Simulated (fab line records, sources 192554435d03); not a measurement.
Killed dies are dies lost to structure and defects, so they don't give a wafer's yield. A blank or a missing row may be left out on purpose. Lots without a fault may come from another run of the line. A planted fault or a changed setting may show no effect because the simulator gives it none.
A struck lot beside a sound one | flow n5_finfet | 36 steps out of a route of 1938
Sound: wafers L249.1, L249.2, L249.4. Struck: wafers L243.1, L243.2, L243.6. The cause comes at the end.
At each step with rows: each side's tool, then ch and its chambers, then its first start. Under that, the readings that differ: sound wafers | struck wafers | difference of the means | sigmas: that difference in standard deviations of wafers without a fault.
alike: readings whose means differ by less than 2 such deviations, and words and numbers that are the same on both sides. not compared: withheld readings, readings that some wafer has no value for, bounds like >300 that may hide the same value, and numbers for which the record gives no deviation and whose values overlap.
The two part at a step that has a row with sigmas, a row that says differs or no value, or rows on one side only. Numbers that don't overlap but have no deviation are shown without sigmas and don't part them. A reading that every wafer of one side lacks parts them only if that side has two wafers or more.

first, 9 steps without rows for these wafers: N5_PMOS_HMC_CHANNEL_EPI_EXPOSE_06 (exposes mask PMOS HMC BLK, target cd 240 nm); N5_PMOS_HMC_CHANNEL_EPI_PEB_07 (peb time 60 s); N5_PMOS_HMC_CHANNEL_EPI_DEVELOP_08 (develop time 30 s); N5_PMOS_HMC_CHANNEL_EPI_DESCUM_14 (chemistry O2, time 7.9 s); N5_PMOS_HMC_CHANNEL_EPI_ETCH_32 (etches BARC in N2/H2, stops on SiO2, target depth 85.8 nm, time 50.3 s); N5_PMOS_HMC_CHANNEL_EPI_HM_OPEN_15 (chemistry CHF3/O2, target SiO2, target depth 40.6 nm, time 20.3 s); N5_PMOS_HMC_CHANNEL_EPI_STRIP_33 (strips in N2/H2); N5_PMOS_HMC_CHANNEL_EPI_STRIP_17 (strips in SPM, time 750 s); N5_PMOS_HMC_CHANNEL_EPI_ETCH_38 (etches SiO2 in CF4, target depth 1.5 nm).
N5_PMOS_HMC_CHANNEL_EPI_FIN_RECESS_16: chemistry HBr/Cl2, target Si, target depth 54 nm, time 18 s.
  sound on rie_si-03 ch 0,1,3, day 6 11:41; struck on rie_si-05 ch 0,1,2, day 5 00:13
  reading                                          | sound            | struck          | difference | sigmas
  model.PMOS_HMC_CHANNEL_EPI.feature_depth_nm (nm) | 53.53 54.1 53.66 | 60.2 61.2 60.94 | +7.0       |
  model.etch.depth_nm (nm)                         | 53.53 54.1 53.66 | 60.2 61.2 60.94 | +7.0       |
  alike: drypump_motor_current_A, oes_product_au, throttle_valve_pct
  not compared: rf_hours_counter_h
then, 7 steps without rows for these wafers: N5_PMOS_HMC_CHANNEL_EPI_PRECLEAN_36 (cleans in O3/DIW, time 45 s); N5_PMOS_HMC_CHANNEL_EPI_PRECLEAN_18 (cleans in DHF, time 30 s); N5_PMOS_HMC_CHANNEL_EPI_SRD_19 (time 30 s); N5_PMOS_HMC_CHANNEL_EPI_EPI_20 (deposits SiGe30, target thk 59 nm); N5_PMOS_HMC_CHANNEL_EPI_HM_STRIP_35 (strips SiO2 in dHF, material SiO2, target depth 39.6 nm, time 216 s); N5_PMOS_HMC_CHANNEL_EPI_SRD_39 (time 30 s); N5_PMOS_HMC_CHANNEL_EPI_CMP_21 (polishes SiGe30, target thk 54 nm).
N5_PMOS_HMC_CHANNEL_EPI_THK_MEAS_22:
  sound on film_metro-02, day 6 13:53; struck on film_metro-02, day 5 02:01
  reading          | sound          | struck         | difference | sigmas
  HMC_CMP_THK (nm) | 53.6 54.1 53.7 | 58.5 58.6 58.7 | +4.8       | +6
then, 17 steps without rows for these wafers: N5_PMOS_HMC_CHANNEL_EPI_PRECLEAN_40 (cleans in DHF, time 30 s); N5_PMOS_HMC_CHANNEL_EPI_PRECLEAN_37 (cleans in O3/DIW, time 45 s); N5_PMOS_HMC_CHANNEL_EPI_PRECLEAN_24 (cleans in DHF, time 30 s); N5_PMOS_HMC_CHANNEL_EPI_SRD_25 (time 30 s); N5_PMOS_HMC_CHANNEL_EPI_EPI_26 (deposits Si from SiH4/H2, target thk 3.8 nm, time 22.7 s); N5_FIN_SAQP_PRECLEAN_42 (cleans in O3/DIW, time 60 s); N5_FIN_SAQP_PRECLEAN_00 (cleans in SC1, time 60 s); N5_FIN_SAQP_PRECLEAN_44 (cleans in SC2, time 45 s); N5_FIN_SAQP_SRD_01 (time 30 s); N5_FIN_SAQP_ALD_61 (deposits SiO2, target thk 4 nm, pulse time 1 s, purge time 2 s); N5_FIN_SAQP_DENSIFY_62 (time 60 s); N5_FIN_SAQP_HM_DEP_03 (deposits SiNx from SiH4/NH3/N2, target thk 38 nm, time 33.6 s); N5_FIN_SAQP_PECVD_47 (deposits a-Si from SiH4/He, target thk 45 nm, time 36.3 s); N5_FIN_SAQP_PECVD_48 (deposits SiNx from SiH4/NH3/N2, target thk 25 nm, time 22.1 s); N5_FIN_SAQP_PECVD_06 (deposits a-Si from SiH4/He, target thk 60 nm, time 48.1 s); N5_FIN_SAQP_HM_DEP_72 (deposits SiO2 from SiH4/N2O, target thk 12 nm, time 7.2 s); N5_FIN_SAQP_COAT_49 (time 60 s, resist thk 100 nm).
-- the record jumps here: 8 days lie between the struck wafers' starts before and after (it left off in module FIN_SAQP and takes up again in module BEOL_M4, whose first step shown is number 1111 of the route) --
N5_BEOL_M4_RC_MEAS_101:
  sound on prober-02 ch 0, day 14 05:03; struck on prober-01 ch 0, day 13 03:07
  reading            | sound          | struck         | difference | sigmas
  CJ_P               | 5.79 5.83 5.77 | 4.44 4.59 4.44 | -1.31      | -7
  DIBL_P (mV/V)      | 37.0 35.4 33.3 | 40.6 45.8 40.6 | +7.1       | +3
  IOFF_N (nA/um)     | 0.15 0.13 0.10 | 0.21 0.26 0.19 | +0.09      | +3
  IOFF_P (nA/um)     | 0.18 0.17 0.13 | 0.32 0.55 0.31 | +0.23      | +5
  IOFF_P_85C (nA/um) | 3.1 2.9 2.4    | 5.1 8.0 5.0    | +3.2       | +5
  SS_N (mV/dec)      | 71.4 71.3 71.1 | 72.8 73.4 72.3 | +1.6       | +2
  SS_P (mV/dec)      | 73.3 72.8 72.2 | 75.5 77.8 74.4 | +3.1       | +5
  VT_N (mV)          | 250 251 258    | 245 245 247    | -7         | -2
  VT_P (mV)          | -256 -254 -259 | -246 -243 -247 | +11        | +3
  alike: DIBL_N, ION_N, ION_P

WHERE THEY PART
First at N5_PMOS_HMC_CHANNEL_EPI_THK_MEAS_22; last, within this record, at N5_BEOL_M4_RC_MEAS_101.

WHY: what the simulator had put in
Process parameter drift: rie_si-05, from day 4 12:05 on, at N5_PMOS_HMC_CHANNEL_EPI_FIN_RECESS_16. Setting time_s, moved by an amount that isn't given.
